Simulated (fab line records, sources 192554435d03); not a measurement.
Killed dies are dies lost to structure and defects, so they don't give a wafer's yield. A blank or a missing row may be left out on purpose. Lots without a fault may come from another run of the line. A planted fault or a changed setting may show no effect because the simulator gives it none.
Chamber matching | flow n5_finfet | N5_BEOL_M11_ETCH_61 on rie_diel-03: 3 sister chambers
The step etches SiARC in CF4, target depth 39 nm, time 65 s. 16 wafers are shown with their chamber, then 6 later ones without.

WAFERS WITH THEIR CHAMBER
wafer  | chamber | showerhead_plenum_p_Torr (Torr) | throttle_valve_pct (%) | oes_product_au (a.u.)
L080.1 | 0       | 2.08                            | 15.08                  | 0.72
L080.4 | 2       | 2.10                            | 15.36                  | 0.76
L080.5 | 2       | 2.10                            | 15.37                  | 0.75
L085.1 | 2       | 2.09                            | 15.38                  | 0.75
L085.2 | 0       | 2.08                            | 15.08                  | 0.72
L085.3 | 3       | 2.22                            | 15.66                  | 0.62
L083.2 | 3       | 2.22                            | 15.66                  | 0.62
L083.5 | 0       | 2.08                            | 15.10                  | 0.72
L083.6 | 3       | 2.22                            | 15.67                  | 0.62
L087.2 | 0       | 2.08                            | 15.09                  | 0.72
L087.3 | 2       | 2.09                            | 15.39                  | 0.74
L087.6 | 2       | 2.09                            | 15.38                  | 0.74
L090.1 | 3       | 2.22                            | 15.70                  | 0.62
L090.2 | 2       | 2.09                            | 15.40                  | 0.73
L090.6 | 2       | 2.09                            | 15.40                  | 0.73
L089.2 | 2       | 2.09                            | 15.40                  | 0.72

SIGNATURES (means of the wafers above)
reading                  | chamber 0 | chamber 2 | chamber 3 | scatter within a chamber
showerhead_plenum_p_Torr | 2.0800    | 2.0925    | 2.2200    | 0.0034
throttle_valve_pct       | 15.0875   | 15.3850   | 15.6725   | 0.0151
oes_product_au           | 0.7200    | 0.7400    | 0.6200    | 0.00961
Rule: a wafer's distance from a chamber is the root of the sum, over the readings, of the square of ((its reading less the chamber's mean) divided by the reading's scatter). The wafer belongs to the nearest chamber; if the next one is less than 2 further off, it can't be placed. The scatter: the root of (the sum of the squares of (reading less its chamber's mean) over the shown wafers, divided by (wafers less chambers)).

WAFERS WITHOUT THEIR CHAMBER
wafer  | showerhead_plenum_p_Torr (Torr) | throttle_valve_pct (%) | oes_product_au (a.u.)
L089.3 | 2.07                            | 15.11                  | 0.71
L089.6 | 2.09                            | 15.42                  | 0.72
L092.3 | 2.07                            | 15.11                  | 0.70
L092.6 | 2.09                            | 15.42                  | 0.72
L097.1 | 2.07                            | 15.14                  | 0.69
L097.4 | 2.21                            | 15.70                  | 0.61

WHICH CHAMBER EACH WENT THROUGH
wafer  | from the rows above | in truth
L089.3 | 0                   | 0
L089.6 | 2                   | 2
L092.3 | 0                   | 0
L092.6 | 2                   | 2
L097.1 | 0                   | 0
L097.4 | 3                   | 3
Placed correctly: 6 of 6. Can't be placed from these rows: 0. Placed wrongly: 0.
